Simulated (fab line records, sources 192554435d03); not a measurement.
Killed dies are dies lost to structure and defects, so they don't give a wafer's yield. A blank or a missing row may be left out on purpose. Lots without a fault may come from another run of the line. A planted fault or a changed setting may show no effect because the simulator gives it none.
Chamber matching | flow n5_finfet | N5_BEOL_M4_ETCH_64 on rie_diel-03: 4 sister chambers
The step etches SOC in N2/H2, target depth 75 nm, overetch 22.5 nm, time 121.9 s. 18 wafers are shown with their chamber, then 9 later ones without.

WAFERS WITH THEIR CHAMBER
wafer  | chamber | drypump_motor_current_A (A) | oes_product_au (a.u.) | throttle_valve_pct (%)
L080.2 | 3       | 6.4                         | 0.53                  | 17.95
L080.3 | 0       | 5.8                         | 0.65                  | 17.88
L080.6 | 0       | 5.8                         | 0.65                  | 17.88
L082.1 | 2       | 6.6                         | 0.63                  | 17.69
L082.3 | 0       | 5.8                         | 0.64                  | 17.89
L082.6 | 0       | 5.8                         | 0.65                  | 17.88
L081.1 | 0       | 5.8                         | 0.64                  | 17.88
L081.3 | 1       | 5.1                         | 0.54                  | 17.71
L081.6 | 0       | 5.8                         | 0.65                  | 17.87
L087.1 | 1       | 5.1                         | 0.53                  | 17.71
L087.3 | 0       | 5.8                         | 0.63                  | 17.91
L087.5 | 1       | 5.2                         | 0.53                  | 17.72
L088.1 | 3       | 6.3                         | 0.52                  | 17.98
L088.2 | 1       | 5.1                         | 0.52                  | 17.72
L088.4 | 2       | 6.6                         | 0.62                  | 17.70
L091.4 | 1       | 5.2                         | 0.53                  | 17.73
L091.5 | 3       | 6.3                         | 0.52                  | 17.99
L091.6 | 2       | 6.6                         | 0.61                  | 17.74

SIGNATURES (means of the wafers above)
reading                 | chamber 0 | chamber 1 | chamber 2 | chamber 3 | scatter within a chamber
drypump_motor_current_A | 5.800     | 5.140     | 6.600     | 6.333     | 0.0365
oes_product_au          | 0.6443    | 0.5300    | 0.6200    | 0.5233    | 0.00774
throttle_valve_pct      | 17.8843   | 17.7180   | 17.7100   | 17.9733   | 0.0159
Rule: a wafer's distance from a chamber is the root of the sum, over the readings, of the square of ((its reading less the chamber's mean) divided by the reading's scatter). The wafer belongs to the nearest chamber; if the next one is less than 2 further off, it can't be placed. The scatter: the root of (the sum of the squares of (reading less its chamber's mean) over the shown wafers, divided by (wafers less chambers)).

WAFERS WITHOUT THEIR CHAMBER
wafer  | drypump_motor_current_A (A) | oes_product_au (a.u.) | throttle_valve_pct (%)
L092.1 | 6.6                         | 0.60                  | 17.72
L092.2 | 6.3                         | 0.51                  | 18.00
L092.4 | 6.6                         | 0.61                  | 17.72
L096.1 | 6.6                         | 0.61                  | 17.75
L096.5 | 6.6                         | 0.60                  | 17.73
L096.6 | 6.3                         | 0.51                  | 18.02
L097.1 | 6.3                         | 0.50                  | 18.01
L097.2 | 6.6                         | 0.60                  | 17.75
L097.6 | 6.6                         | 0.60                  | 17.73

WHICH CHAMBER EACH WENT THROUGH
wafer  | from the rows above | in truth
L092.1 | 2                   | 2
L092.2 | 3                   | 3
L092.4 | 2                   | 2
L096.1 | 2                   | 2
L096.5 | 2                   | 2
L096.6 | 3                   | 3
L097.1 | 3                   | 3
L097.2 | 2                   | 2
L097.6 | 2                   | 2
Placed correctly: 9 of 9. Can't be placed from these rows: 0. Placed wrongly: 0.
